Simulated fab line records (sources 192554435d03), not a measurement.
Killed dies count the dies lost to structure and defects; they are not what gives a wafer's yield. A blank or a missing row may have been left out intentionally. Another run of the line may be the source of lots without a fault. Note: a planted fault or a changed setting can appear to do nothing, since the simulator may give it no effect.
fab line records	flow n5-finfet
[record] lots = 5	wafers = 15	last-day = 17
route steps=1938 shown BEOL_M7@1272
lots untouched by any fault: they come from a run of this same line in which no faults occurred
start-h: start of the lot's first displayed wafer, in hours after the record's first day	wait-h: hours since the lot's step before	" unchanged from the row above	L1.1+2: a row that stands for several wafers	- no value, or no start given	* or withheld: withheld	< > ~ a bound
route shown NAME@n: names a module that has steps shown in the file, with the first one's number in the route	usual: mean and standard deviation over wafers with no fault	same: alike in all rows	chamber/n: place in a boat	sites: the reading at each site	_std_site: standard deviation of those values	_edge_site: inner sites' mean taken away from outer sites' mean	radius-mm: how far each site lies from the wafer's centre	mask NAME#n: copy n	behind: tool/chamber where the wafer was last shaped	hold: what put the lot on hold/how long, in hours/how the hold closed	device: names the non-switching transistor (n, p or np)	end of line: tests run on the same wafers once the route is complete	a step without rows: its recipe alone	killed: dies that structure and defects cost at the first sort, which is not the same as the wafer's yield	map: a wafer's dies, marking killed ones x, the rest . and places with no die _
set.NAME: the setting as run; set.NAME@STEP: as run at that earlier step	model.NAME: the simulator's own value behind a step, which no gauge read
lots at selected steps of the route; one table per step, one row per wafer
services: the hour from which a tool's chamber was out of use, counted from the record's first day as start-h (under 0 if before that day), plus the number of hours and why
[[steps]]
[step N5_BEOL_M7_SOFTBAKE_06]
[recipe] temp-c = 110	time-s = 60	resist = CAR-ArF
[usual] exhaust-pa = 45.2/0.84
lot.wafer	tool	chamber	start-h	wait-h	exhaust-pa
L079.3	litho-track-02	0	-	-	44.0
L079.5	"	0	"	"	45.9
L079.6	"	0	"	"	46.3
L082.2	litho-track-03	0	-	-	45.9
L082.3	"	0	"	"	45.4
L082.5	"	0	"	"	45.7
L084.4	litho-track-04	0	-	-	45.5
L084.5	"	0	"	"	44.9
L084.6	"	0	"	"	44.3
L087.3	litho-track-02	0	-	-	44.8
L087.4	"	0	"	"	46.1
L087.6	"	0	"	"	45.2
L097.1	litho-track-04	0	-	-	46.7
L097.3	"	0	"	"	44.7
L097.6	"	0	"	"	44.4
[step N5_BEOL_M7_EXPOSE_08]
[recipe] mask-id = M7	na = 1.35	source-shape = dipole	sigma-inner = 0.817	sigma-outer = 0.97	polarization = te	dose-mj = 68.25
[same] na = 1.35
lot.wafer	tool	chamber	start-h	wait-h	mask
L079.3+5+6	arfi-scanner-02	0	208.48	-	M7#0
L082.2+3+5	arfi-scanner-03	0	236.73	-	M7#0
L084.4+5+6	arfi-scanner-03	0	239.87	-	M7#0
L087.3+4+6	arfi-scanner-02	0	265.71	-	M7#0
L097.1+3+6	arfi-scanner-03	0	336.13	-	M7#0
[step N5_BEOL_M7_PEB_09]
[recipe] peb-temp-c = withheld	peb-time-s = 60	resist = CAR-ArF
[usual] exhaust-pa = 45.0/0.98
lot.wafer	tool	chamber	start-h	wait-h	exhaust-pa
L079.3	litho-track-02	0	208.53	0.0	47.4
L079.5	"	0	"	"	46.0
L079.6	"	0	"	"	45.4
L082.2	litho-track-02	0	236.79	0.0	44.9
L082.3	"	0	"	"	43.4
L082.5	"	0	"	"	44.7
L084.4	litho-track-02	0	239.91	0.0	44.9
L084.5	"	0	"	"	45.8
L084.6	"	0	"	"	45.9
L087.3	litho-track-02	0	265.76	0.0	44.9
L087.4	"	0	"	"	42.9
L087.6	"	0	"	"	43.4
L097.1	litho-track-04	0	336.19	0.1	44.7
L097.3	"	0	"	"	44.7
L097.6	"	0	"	"	45.0
[step N5_BEOL_M7_DEVELOP_10]
[recipe] develop-time-s = 30	developer = TMAH	resist = CAR-ArF	rinse-liquid = diw	dry = air-spin	dev-temp-c = 23
[usual] exhaust-pa = 45.0/0.77
[same] develop-time-s = 30
lot.wafer	tool	chamber	start-h	wait-h	exhaust-pa
L079.3	litho-track-02	0	-	-	45.3
L079.5	"	0	"	"	44.6
L079.6	"	0	"	"	45.0
L082.2	litho-track-02	0	-	-	44.4
L082.3	"	0	"	"	44.9
L082.5	"	0	"	"	45.3
L084.4	litho-track-02	0	-	-	44.5
L084.5	"	0	"	"	45.3
L084.6	"	0	"	"	45.6
L087.3	litho-track-02	0	-	-	46.0
L087.4	"	0	"	"	45.4
L087.6	"	0	"	"	45.2
L097.1	litho-track-04	0	-	-	44.8
L097.3	"	0	"	"	45.3
L097.6	"	0	"	"	44.8
[step N5_BEOL_M7_CD_MEAS_11]
[recipe] target-cd-nm = 38.5	landing-energy-ev = 500	detector = se-inlens	polarity = opening
[usual] cd-nm = 38.3/0.58
lot.wafer	tool	chamber	start-h	wait-h	cd-nm
L079.3	cd-sem-01	0	208.60	-	37.8
L079.5	"	0	"	"	37.5
L079.6	"	0	"	"	38.5
L082.2	cd-sem-02	0	236.85	-	38.0
L082.3	"	0	"	"	38.5
L082.5	"	0	"	"	37.5
L084.4	cd-sem-02	0	239.98	-	38.3
L084.5	"	0	"	"	38.2
L084.6	"	0	"	"	37.8
L087.3	cd-sem-01	0	265.83	-	37.9
L087.4	"	0	"	"	38.1
L087.6	"	0	"	"	38.2
L097.1	cd-sem-02	0	336.26	-	39.5
L097.3	"	0	"	"	39.0
L097.6	"	0	"	"	38.2
[step N5_BEOL_M7_OVL_MEAS_12]
[recipe] points-per-wafer = 44
[usual] M7_OVL = -0.1/0.66
lot.wafer	tool	chamber	start-h	wait-h	M7_OVL[nm]
L079.3	overlay-01	0	208.62	0.0	-0.6
L079.5	"	0	"	"	-1.0
L079.6	"	0	"	"	-0.1
L082.2	overlay-01	0	236.88	0.0	0.2
L082.3	"	0	"	"	-0.9
L082.5	"	0	"	"	-0.3
L084.4	overlay-02	0	240.01	0.0	-0.4
L084.5	"	0	"	"	-0.4
L084.6	"	0	"	"	0.0
L087.3	overlay-02	0	265.86	0.0	0.8
L087.4	"	0	"	"	1.2
L087.6	"	0	"	"	-1.1
L097.1	overlay-02	0	336.29	0.0	-1.1
L097.3	"	0	"	"	-0.6
L097.6	"	0	"	"	-1.2
[step N5_BEOL_M7_INSPECT_13]
[recipe] mode = adi	inspect-instrument = brightfield
[usual] raw-defect-count = 372/96
lot.wafer	tool	chamber	start-h	wait-h	raw-defect-count
L079.3	defect-inspect-02	-	208.65	0.0	414
L079.5	"	-	"	"	447
L079.6	"	-	"	"	289
L082.2	defect-inspect-02	-	236.91	0.0	292
L082.3	"	-	"	"	290
L082.5	"	-	"	"	391
L084.4	defect-inspect-02	-	240.03	0.0	369
L084.5	"	-	"	"	334
L084.6	"	-	"	"	457
L087.3	defect-inspect-01	-	265.88	0.0	302
L087.4	"	-	"	"	287
L087.6	"	-	"	"	337
L097.1	defect-inspect-01	-	336.31	0.0	680
L097.3	"	-	"	"	557
L097.6	"	-	"	"	489
[step N5_BEOL_M7_DESCUM_16]
[recipe] chemistry = O2	time-s = 7.9	source-power-w = 50	bias-power-w = 20	pressure-mtorr = 20	rf-frequency-hz = 2.712e+07	temp-c = 40	resist = CAR-ArF	o2-flow-sccm = 225
[usual] drypump-motor-current-A = 5.85/0.24	o2-flow-sccm = 225.0/0.7	oes-product-au = 0.78/0.084	rf-vpp-V = 243.1/1.7	showerhead-plenum-p-Torr = 2.10/0.089	throttle-valve-pct = 20.56/0.23
lot.wafer	tool	chamber	start-h	wait-h	drypump-motor-current-A	o2-flow-sccm	oes-product-au	rf-hours-counter-h	rf-vpp-V	showerhead-plenum-p-Torr	throttle-valve-pct
L079.3	rie-diel-03	2	208.68	0.0	5.70	224.8	0.75	163	244.0	2.19	20.63
L079.5	"	1	"	"	5.60	225.7	0.74	-	241.6	2.00	20.53
L079.6	"	0	"	"	6.30	225.3	0.71	-	244.0	2.09	20.76
L082.2	rie-diel-03	1	236.95	0.0	5.59	225.5	0.74	191	241.5	2.00	20.56
L082.3	"	2	"	"	5.70	224.9	0.75	171	243.6	2.18	20.66
L082.5	"	0	"	"	6.28	227.2	0.71	-	242.6	2.08	20.78
L084.4	rie-diel-04	2	240.37	0.3	5.60	225.0	0.88	14	246.2	2.22	20.11
L084.5	"	0	"	"	5.59	224.6	0.71	-	241.5	1.98	20.49
L084.6	"	3	"	"	6.21	224.8	0.73	-	242.6	2.07	20.74
L087.3	rie-diel-03	1	266.27	0.4	5.55	225.0	0.73	201	239.9	2.00	20.58
L087.4	"	3	"	"	5.79	225.4	0.91	23	244.7	2.23	20.17
L087.6	"	0	"	"	6.29	225.0	0.71	-	240.8	2.08	20.79
L097.1	rie-diel-03	3	336.35	0.0	5.78	226.2	0.88	45	244.6	2.22	20.20
L097.3	"	0	"	"	6.29	226.1	0.69	230	242.5	2.07	20.82
L097.6	"	0	"	"	6.28	224.9	0.69	-	243.4	2.07	20.84
[step N5_BEOL_M7_ETCH_61]
[recipe] chemistry = CF4	target = SiARC	target-depth-a = 455	mask-material = CAR-ArF	time-s = 75.8	ion-energy-ev = 80	pressure-mtorr = 40	source-w = 545	bias-w = 36	Ar_flow_sccm = 100	cf4-flow-sccm = 100	ends = cleared
[usual] drypump-motor-current-A = 5.85/0.24	etch-rf-on-time-s = 75.5/1.2	oes-product-au = 0.66/0.073	rf-vpp-V = 184.1/1.3	showerhead-plenum-p-Torr = 2.15/0.082	throttle-valve-pct = 15.72/0.23
lot.wafer	tool	chamber	start-h	wait-h	drypump-motor-current-A	etch-rf-on-time-s	oes-product-au	rf-hours-counter-h	rf-vpp-V	showerhead-plenum-p-Torr	throttle-valve-pct
L079.3	rie-diel-03	2	208.72	0.0	5.70	76.3	0.64	163	186.4	2.21	15.75
L079.5	"	1	"	"	5.59	74.8	0.63	-	182.4	2.06	15.82
L079.6	"	0	"	"	6.26	74.9	0.62	-	184.9	2.12	15.87
L082.2	rie-diel-03	1	236.98	0.0	5.61	75.0	0.64	191	183.5	2.06	15.83
L082.3	"	2	"	"	5.73	76.4	0.64	171	183.1	2.21	15.75
L082.5	"	0	"	"	6.27	75.1	0.61	-	183.6	2.12	15.90
L084.4	rie-diel-04	2	240.41	0.0	5.62	77.4	0.75	14	185.8	2.28	15.30
L084.5	"	0	"	"	5.52	75.3	0.61	-	182.3	2.05	15.76
L084.6	"	3	"	"	6.20	76.8	0.62	-	185.0	2.13	15.95
L087.3	rie-diel-03	1	266.30	0.0	5.54	75.9	0.62	201	183.0	2.06	15.84
L087.4	"	3	"	"	5.80	75.1	0.78	23	186.4	2.27	15.29
L087.6	"	0	"	"	6.27	75.4	0.60	-	184.5	2.12	15.90
L097.1	rie-diel-03	3	336.39	0.0	5.77	73.9	0.76	45	184.2	2.26	15.32
L097.3	"	0	"	"	6.28	75.4	0.60	230	183.9	2.11	15.94
L097.6	"	0	"	"	6.26	75.1	0.59	-	182.8	2.11	15.97
[step N5_BEOL_M7_ETCH_62]
[recipe] chemistry = N2/H2	target = SOC	target-depth-a = 1100	overetch-a = 220	mask-material = SiARC	temp-c = 40	time-s = 165	ion-energy-ev = 200	pressure-mtorr = 30	source-w = 840	bias-w = 150	n2-flow-sccm = 200	h2-flow-sccm = 200
[usual] drypump-motor-current-A = 5.86/0.25	oes-product-au = 0.66/0.069	rf-vpp-V = 523.9/3	showerhead-plenum-p-Torr = 2.54/0.1	throttle-valve-pct = 17.95/0.25
lot.wafer	tool	chamber	start-h	wait-h	drypump-motor-current-A	oes-product-au	rf-hours-counter-h	rf-vpp-V	showerhead-plenum-p-Torr	throttle-valve-pct
L079.3	rie-diel-03	2	208.77	0.0	5.73	0.64	163	527.7	2.63	17.87
L079.5	"	1	"	"	5.60	0.63	-	520.3	2.44	18.13
L079.6	"	0	"	"	6.29	0.61	-	522.6	2.52	18.13
L082.2	rie-diel-03	1	237.04	0.0	5.60	0.63	191	520.6	2.44	18.14
L082.3	"	2	"	"	5.70	0.64	171	526.4	2.62	17.90
L082.5	"	0	"	"	6.27	0.61	-	522.2	2.52	18.17
L084.4	rie-diel-04	2	240.47	0.0	5.65	0.75	14	527.5	2.70	17.45
L084.5	"	0	"	"	5.54	0.60	-	519.3	2.41	17.93
L084.6	"	3	"	"	6.19	0.62	-	523.3	2.54	18.17
L087.3	rie-diel-03	1	266.36	0.0	5.59	0.61	201	521.9	2.43	18.17
L087.4	"	3	"	"	5.79	0.77	23	527.7	2.70	17.50
L087.6	"	0	"	"	6.26	0.60	-	523.3	2.52	18.17
L097.1	rie-diel-03	3	336.45	0.0	5.80	0.74	45	528.2	2.69	17.53
L097.3	"	0	"	"	6.26	0.59	230	523.4	2.51	18.22
L097.6	"	0	"	"	6.26	0.59	-	522.4	2.51	18.22
[step N5_BEOL_M7_STRIP_68]
[recipe] chemistry = N2/H2	temp-c = 40	n2-flow-sccm = 200	h2-flow-sccm = 200	rf-frequency-hz = 6e+07
lot.wafer	tool	chamber	start-h	wait-h
L079.3+5+6	rie-diel-03	2,1,0	208.91	0.1
L082.2+3+5	rie-diel-03	1,2,0	237.18	0.1
L084.4+5+6	rie-diel-04	2,0,3	240.60	0.1
L087.3+4+6	rie-diel-03	1,3,0	266.49	0.1
L097.1+3+6	rie-diel-03	3,0,0	336.58	0.1
[step N5_BEOL_M7_STRIP_67]
[recipe] chemistry = CF4	resist = SiARC	power-w = 300	bias-power-w = 75	pressure-mtorr = 50	cf4-flow-sccm = 150	rf-frequency-hz = 6e+07
[usual] drypump-motor-current-A = 5.85/0.25	oes-product-au = 0.77/0.081	rf-vpp-V = 271.1/1.9	showerhead-plenum-p-Torr = 1.80/0.066	throttle-valve-pct = 13.69/0.26
lot.wafer	tool	chamber	start-h	wait-h	drypump-motor-current-A	oes-product-au	rf-hours-counter-h	rf-vpp-V	showerhead-plenum-p-Torr	throttle-valve-pct
L079.3	rie-diel-03	2	208.92	0.0	5.69	0.76	163	273.0	1.86	13.76
L079.5	"	1	"	"	5.58	0.74	-	270.1	1.73	13.79
L079.6	"	0	"	"	6.28	0.72	-	271.0	1.78	13.87
L082.2	rie-diel-03	1	237.19	0.0	5.59	0.73	191	270.2	1.73	13.82
L082.3	"	2	"	"	5.71	0.75	171	272.7	1.86	13.75
L082.5	"	0	"	"	6.29	0.71	-	271.8	1.78	13.88
L084.4	rie-diel-04	2	240.61	0.0	5.63	0.89	14	273.1	1.90	13.21
L084.5	"	0	"	"	5.50	0.71	-	269.6	1.72	13.74
L084.6	"	3	"	"	6.20	0.73	-	272.2	1.79	13.94
L087.3	rie-diel-03	1	266.50	0.0	5.62	0.73	201	268.7	1.73	13.85
L087.4	"	3	"	"	5.77	0.91	23	272.3	1.89	13.21
L087.6	"	0	"	"	6.28	0.71	-	269.9	1.77	13.90
L097.1	rie-diel-03	3	336.59	0.0	5.76	0.87	45	274.5	1.88	13.23
L097.3	"	0	"	"	6.29	0.69	230	271.4	1.77	13.94
L097.6	"	0	"	"	6.30	0.69	-	269.3	1.77	13.94
[step N5_BEOL_M7_HM_OPEN_17]
[recipe] chemistry = Cl2/BCl3	target-depth-a = 200	overetch-a = 60	target = TiN	mask-material = SOC	ion-energy-ev = 150	pressure-mtorr = 10	icp-w = 1000	bias-w = 126	Cl2_flow_sccm = 53.25	bcl3-flow-sccm = 21.75	Ar_flow_sccm = 25
[usual] drypump-motor-current-A = 5.4/0.48	oes-product-au = 0.66/0.079	throttle-valve-pct = 22.20/0.24
lot.wafer	tool	chamber	start-h	wait-h	drypump-motor-current-A	oes-product-au	rf-hours-counter-h	throttle-valve-pct
L079.3	rie-metal-01	0	208.99	0.1	5.9	0.69	-	22.32
L079.5	"	1	"	"	5.1	0.73	-	22.21
L079.6	"	0	"	"	5.9	0.68	-	22.35
L082.2	rie-metal-02	0	237.23	0.0	5.3	0.55	104	22.53
L082.3	"	0	"	"	5.3	0.55	-	22.52
L082.5	"	0	"	"	5.4	0.56	-	22.54
L084.4	rie-metal-03	0	240.68	0.1	6.4	0.71	-	21.67
L084.5	"	1	"	"	4.8	0.71	-	21.98
L084.6	"	0	"	"	6.4	0.71	-	21.65
L087.3	rie-metal-02	1	266.57	0.1	5.6	0.53	-	22.23
L087.4	"	0	"	"	5.4	0.55	-	22.53
L087.6	"	1	"	"	5.6	0.52	-	22.26
L097.1	rie-metal-01	0	336.63	0.0	5.9	0.65	40	22.36
L097.3	"	1	"	"	5.1	0.70	-	22.22
L097.6	"	1	"	"	5.1	0.71	-	22.20
[step N5_BEOL_M7_STRIP_19]
[recipe] chemistry = O2	power-w = 400	temp-c = 40	pressure-mtorr = 30	rf-frequency-hz = 6e+07	bias-power-w = 0	overash-fraction = 0.2	o2-flow-sccm = 225
[usual] drypump-motor-current-A = 5.83/0.22	o2-flow-sccm = 225.1/0.63	oes-product-au = 0.79/0.094	rf-vpp-V = 3.7/0.59	showerhead-plenum-p-Torr = 2.11/0.09	throttle-valve-pct = 16.77/0.24
lot.wafer	tool	chamber	start-h	wait-h	drypump-motor-current-A	o2-flow-sccm	oes-product-au	rf-hours-counter-h	rf-vpp-V	showerhead-plenum-p-Torr	throttle-valve-pct
L079.3	rie-diel-03	0	209.07	0.1	6.28	224.4	0.72	188	4.0	2.09	16.98
L079.5	"	3	"	"	5.76	224.4	0.96	-	4.8	2.24	16.34
L079.6	"	2	"	"	5.74	225.6	0.76	-	3.8	2.19	16.89
L082.2	rie-diel-05	1	237.34	0.1	5.67	225.0	1.00	1	4.7	2.07	16.35
L082.3	"	3	"	"	5.99	224.9	0.73	171	2.9	2.00	16.91
L082.5	"	0	"	"	5.80	225.0	0.67	-	3.8	2.06	17.16
L084.4	rie-diel-03	0	240.77	0.1	6.27	224.3	0.71	199	3.0	2.09	17.02
L084.5	"	2	"	"	5.72	224.5	0.75	-	3.9	2.19	16.87
L084.6	"	3	"	"	5.77	225.0	0.95	-	3.8	2.24	16.38
L087.3	rie-diel-04	3	266.65	0.1	6.21	225.8	0.72	202	3.2	2.07	16.96
L087.4	"	3	"	"	6.22	225.0	0.72	-	4.0	2.07	17.02
L087.6	"	2	"	"	5.63	224.6	0.88	-	3.2	2.22	16.33
L097.1	rie-diel-03	0	336.78	0.1	6.27	224.3	0.69	230	3.1	2.08	17.07
L097.3	"	3	"	"	5.77	225.2	0.86	45	3.5	2.23	16.41
L097.6	"	1	"	"	5.56	225.3	0.71	-	3.2	2.00	16.89
[step N5_BEOL_M7_CD_MEAS_18]
[recipe] pitch-nm = 80	target-cd-nm = 40
[usual] cd-nm = 39.9/0.63
lot.wafer	tool	chamber	start-h	wait-h	cd-nm
L079.3	cd-sem-02	-	209.14	0.1	39.4
L079.5	"	-	"	"	39.9
L079.6	"	-	"	"	40.6
L082.2	cd-sem-01	-	237.41	0.1	39.4
L082.3	"	-	"	"	39.6
L082.5	"	-	"	"	39.5
L084.4	cd-sem-02	-	240.85	0.1	40.2
L084.5	"	-	"	"	39.4
L084.6	"	-	"	"	39.3
L087.3	cd-sem-02	-	266.73	0.1	39.1
L087.4	"	-	"	"	39.7
L087.6	"	-	"	"	40.0
L097.1	cd-sem-02	-	336.85	0.0	40.5
L097.3	"	-	"	"	40.5
L097.6	"	-	"	"	39.9
[step N5_BEOL_M7_COAT_63]
[recipe] resist = SOC	temp-c = 250	time-s = 60	spin-rpm = 1500	resist-thk-nm = 60
[usual] exhaust-pa = 45.1/0.8
lot.wafer	tool	chamber	start-h	wait-h	exhaust-pa
L079.3	litho-track-02	0	209.67	0.5	44.3
L079.5	"	0	"	"	44.1
L079.6	"	0	"	"	46.4
L082.2	litho-track-03	0	238.75	1.3	43.8
L082.3	"	0	"	"	44.0
L082.5	"	0	"	"	45.2
L084.4	litho-track-02	0	241.30	0.4	45.1
L084.5	"	0	"	"	44.1
L084.6	"	0	"	"	45.7
L087.3	litho-track-04	0	266.76	0.0	44.1
L087.4	"	0	"	"	44.6
L087.6	"	0	"	"	45.3
L097.1	litho-track-02	0	337.68	0.8	44.5
L097.3	"	0	"	"	43.8
L097.6	"	0	"	"	46.0
[step N5_BEOL_M7_COAT_64]
[recipe] resist = SiARC	temp-c = 220	time-s = 60	spin-rpm = 1500	resist-thk-nm = 12
[usual] exhaust-pa = 45.1/0.91
lot.wafer	tool	chamber	start-h	wait-h	exhaust-pa
L079.3	litho-track-02	0	-	-	45.8
L079.5	"	0	"	"	45.1
L079.6	"	0	"	"	43.7
L082.2	litho-track-03	0	-	-	45.9
L082.3	"	0	"	"	45.4
L082.5	"	0	"	"	45.8
L084.4	litho-track-02	0	-	-	44.1
L084.5	"	0	"	"	43.8
L084.6	"	0	"	"	43.5
L087.3	litho-track-04	0	-	-	44.8
L087.4	"	0	"	"	44.8
L087.6	"	0	"	"	45.8
L097.1	litho-track-02	0	-	-	44.9
L097.3	"	0	"	"	45.2
L097.6	"	0	"	"	44.9
[step N5_BEOL_M7_COAT_71]
[recipe] resist = underlayer	temp-c = 205	time-s = 60	spin-rpm = 1500	resist-thk-nm = 5
[usual] exhaust-pa = 44.9/0.83
lot.wafer	tool	chamber	start-h	wait-h	exhaust-pa
L079.3	litho-track-02	0	-	-	44.9
L079.5	"	0	"	"	44.9
L079.6	"	0	"	"	45.8
L082.2	litho-track-03	0	-	-	44.1
L082.3	"	0	"	"	44.3
L082.5	"	0	"	"	44.2
L084.4	litho-track-02	0	-	-	44.5
L084.5	"	0	"	"	44.9
L084.6	"	0	"	"	44.9
L087.3	litho-track-04	0	-	-	45.6
L087.4	"	0	"	"	45.6
L087.6	"	0	"	"	45.5
L097.1	litho-track-02	0	-	-	45.1
L097.3	"	0	"	"	45.1
L097.6	"	0	"	"	46.5
[step N5_BEOL_M7_COAT_22]
[recipe] resist = CAR-EUV	spin-rpm = 1500	resist-thk-nm = 30
[usual] exhaust-pa = 44.9/0.86
lot.wafer	tool	chamber	start-h	wait-h	exhaust-pa
L079.3	litho-track-02	0	-	-	43.3
L079.5	"	0	"	"	46.5
L079.6	"	0	"	"	43.8
L082.2	litho-track-03	0	-	-	44.9
L082.3	"	0	"	"	44.6
L082.5	"	0	"	"	42.9
L084.4	litho-track-02	0	-	-	44.3
L084.5	"	0	"	"	45.4
L084.6	"	0	"	"	43.8
L087.3	litho-track-04	0	-	-	44.5
L087.4	"	0	"	"	46.1
L087.6	"	0	"	"	44.5
L097.1	litho-track-02	0	-	-	41.8
L097.3	"	0	"	"	45.2
L097.6	"	0	"	"	44.2
[step N5_BEOL_M7_EBR_24]
[recipe] solvent = PGMEA	ebr-width-mm = 1.5
[usual] exhaust-pa = 45.2/0.97
lot.wafer	tool	chamber	start-h	wait-h	exhaust-pa
L079.3	litho-track-02	0	-	-	45.2
L079.5	"	0	"	"	46.6
L079.6	"	0	"	"	45.1
L082.2	litho-track-03	0	-	-	45.7
L082.3	"	0	"	"	45.3
L082.5	"	0	"	"	45.3
L084.4	litho-track-02	0	-	-	45.4
L084.5	"	0	"	"	45.8
L084.6	"	0	"	"	45.0
L087.3	litho-track-04	0	-	-	43.6
L087.4	"	0	"	"	45.7
L087.6	"	0	"	"	44.7
L097.1	litho-track-02	0	-	-	44.3
L097.3	"	0	"	"	45.3
L097.6	"	0	"	"	44.6
[step N5_BEOL_M7_SOFTBAKE_23]
[recipe] temp-c = 110	time-s = 60	resist = CAR-EUV
[usual] exhaust-pa = 45.3/0.83
lot.wafer	tool	chamber	start-h	wait-h	exhaust-pa
L079.3	litho-track-02	0	-	-	45.4
L079.5	"	0	"	"	46.5
L079.6	"	0	"	"	46.2
L082.2	litho-track-03	0	-	-	45.7
L082.3	"	0	"	"	45.8
L082.5	"	0	"	"	44.6
L084.4	litho-track-02	0	-	-	44.5
L084.5	"	0	"	"	44.4
L084.6	"	0	"	"	44.3
L087.3	litho-track-04	0	-	-	45.2
L087.4	"	0	"	"	44.9
L087.6	"	0	"	"	42.9
L097.1	litho-track-02	0	-	-	45.3
L097.3	"	0	"	"	44.4
L097.6	"	0	"	"	45.6
[[services]]
tool	chamber	start-h	hours	kind
arfi-scanner-02	-	194.26	1.3	pm
rie-metal-03	0	196.89	10.6	repair
arfi-scanner-02	-	198.23	0.2	repair
arfi-scanner-03	-	216.55	1.0	pm
arfi-scanner-03	-	218.27	1.3	pm
rie-metal-02	0	221.71	10.9	repair
arfi-scanner-02	-	221.81	4.8	pm
rie-diel-04	-	234.11	1.7	repair
rie-diel-04	0	248.92	19.3	repair
arfi-scanner-03	-	254.55	0.5	repair
arfi-scanner-02	-	255.80	1.0	pm
rie-metal-01	1	271.26	6.8	repair
rie-diel-04	1	276.61	5.4	repair
arfi-scanner-02	-	277.70	1.0	pm
rie-diel-04	-	281.45	0.4	repair
rie-diel-04	1	283.72	16.7	repair
arfi-scanner-03	-	288.27	3.1	pm
arfi-scanner-02	-	292.30	4.9	pm
arfi-scanner-02	-	306.48	0.8	pm
arfi-scanner-02	-	314.34	1.3	pm
rie-diel-03	1	318.53	5.0	repair
arfi-scanner-03	-	324.58	1.0	pm
rie-diel-04	0	325.47	51.5	repair
rie-diel-04	-	336.74	2.8	pm
[[key]]
fault none
